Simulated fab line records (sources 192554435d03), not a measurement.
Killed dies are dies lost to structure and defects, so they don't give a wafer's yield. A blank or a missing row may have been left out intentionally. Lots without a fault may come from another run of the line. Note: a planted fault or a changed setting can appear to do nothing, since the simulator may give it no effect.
Which tool did it? | flow n5-finfet | route of 1938 steps, sampled at 1 step: 8 lots, 22 wafers

## WHAT THE GAUGES SHOWED, per wafer
N5_BEOL_M4_RC_MEAS_101. Usual: DIBL_N 36.0 mV/V, standard deviation 1.9; DIBL_P 35.6 mV/V, standard deviation 2.4; IOFF_N 0.16 nA/um, standard deviation 0.036; IOFF_P 0.21 nA/um, standard deviation 0.04; ION_N 673 uA/um, standard deviation 14; ION_P 460 uA/um, standard deviation 8.9; SS_N 71.5 mV/dec, standard deviation 0.67; SS_P 73.2 mV/dec, standard deviation 0.73; VT_N 249 mV, standard deviation 3.6; VT_P -250 mV, standard deviation 3.7.
lot  | measured     | on        | DIBL_N (mV/V)  | DIBL_P (mV/V)  | IOFF_N (nA/um) | IOFF_P (nA/um) | ION_N (uA/um) | ION_P (uA/um) | SS_N (mV/dec)  | SS_P (mV/dec)  | VT_N (mV)   | VT_P (mV)      | flag
L630 | day 8 16:07  | prober-01 | 33.6 33.5      | 33.5 33.5      | 0.14 0.15      | 0.19 0.19      | 665 677       | 457 464       | 70.7 71.2      | 72.8 73.3      | 250 249     | -251 -249      |
L631 | day 8 22:13  | prober-01 | 36.7 34.4      | 37.2 34.3      | 0.18 0.12      | 0.23 0.18      | 685 660       | 469 457       | 72.5 71.1      | 73.4 73.0      | 247 254     | -248 -251      |
L637 | day 10 11:40 | prober-01 | 35.5 38.2 33.9 | 35.0 38.7 32.8 | 0.14 0.18 0.11 | 0.18 0.23 0.15 | 663 682 653   | 460 470 453   | 71.0 71.9 70.6 | 72.9 74.3 72.7 | 250 250 255 | -253 -249 -254 |
L638 | day 10 15:28 | prober-01 | 37.1 40.2 37.7 | 36.9 39.4 37.0 | 0.19 0.22 0.19 | 0.23 0.28 0.22 | 683 673 681   | 465 464 464   | 71.3 71.7 71.9 | 74.6 74.8 74.1 | 246 246 247 | -250 -246 -247 |
L641 | day 11 07:03 | prober-01 | 35.7 38.1 35.8 | 35.6 37.6 35.8 | 0.18 0.21 0.17 | 0.18 0.20 0.18 | 687 684 689   | 467 460 460   | 71.5 72.3 71.5 | 73.8 73.6 73.9 | 246 246 246 | -254 -252 -252 |
L647 | day 12 22:08 | prober-01 | 33.6 33.4 35.7 | 33.4 34.0 36.4 | 0.13 0.12 0.15 | 0.21 0.21 0.25 | 656 667 667   | 457 469 461   | 71.0 70.7 72.1 | 73.3 72.3 74.2 | 249 253 248 | -245 -245 -247 |
L648 | day 13 07:47 | prober-02 | 38.9 36.5 37.4 | 38.7 34.8 36.9 | 0.20 0.15 0.17 | 0.23 0.17 0.20 | 689 670 668   | 460 447 459   | 71.7 71.3 72.0 | 74.6 73.3 73.7 | 243 250 247 | -252 -254 -252 |
L649 | day 13 22:50 | prober-02 | 34.9 34.4 34.5 | 36.5 35.7 35.4 | 0.16 0.15 0.14 | 0.20 0.19 0.18 | 684 678 664   | 467 459 456   | 71.0 71.3 71.2 | 72.7 72.7 72.9 | 248 251 250 | -249 -254 -253 |

## WHICH TOOL RAN EACH LOT (tool, then ch and the chambers of the sampled wafers, then the start)
Record: no process step prior to these readings.

## WHAT THE TOOLS THEMSELVES READ (means of the sampled wafers that have a number; where no wafer has one, the mark that the record gives instead)
The record holds no such reading with a usual standard deviation.

## THE ANSWER, worked out from the rows above alone
Rule: lot off if the mean of its wafers having a number is beyond 3 standard deviations from the usual mean. A lot without any number at a reading at which 4 lots or more have one is off too. The other lots that the step has rows for count as sound. First the gauges in route order, then the tools' own readings, where a lot's mean is used as printed above. At the first step where some lot is off, the reading lying furthest off is the one used; lots without a number count as furthest.
No lot is off at any reading shown: from this, nothing can be told.

## WHAT HAD BEEN PUT IN BY THE SIMULATOR
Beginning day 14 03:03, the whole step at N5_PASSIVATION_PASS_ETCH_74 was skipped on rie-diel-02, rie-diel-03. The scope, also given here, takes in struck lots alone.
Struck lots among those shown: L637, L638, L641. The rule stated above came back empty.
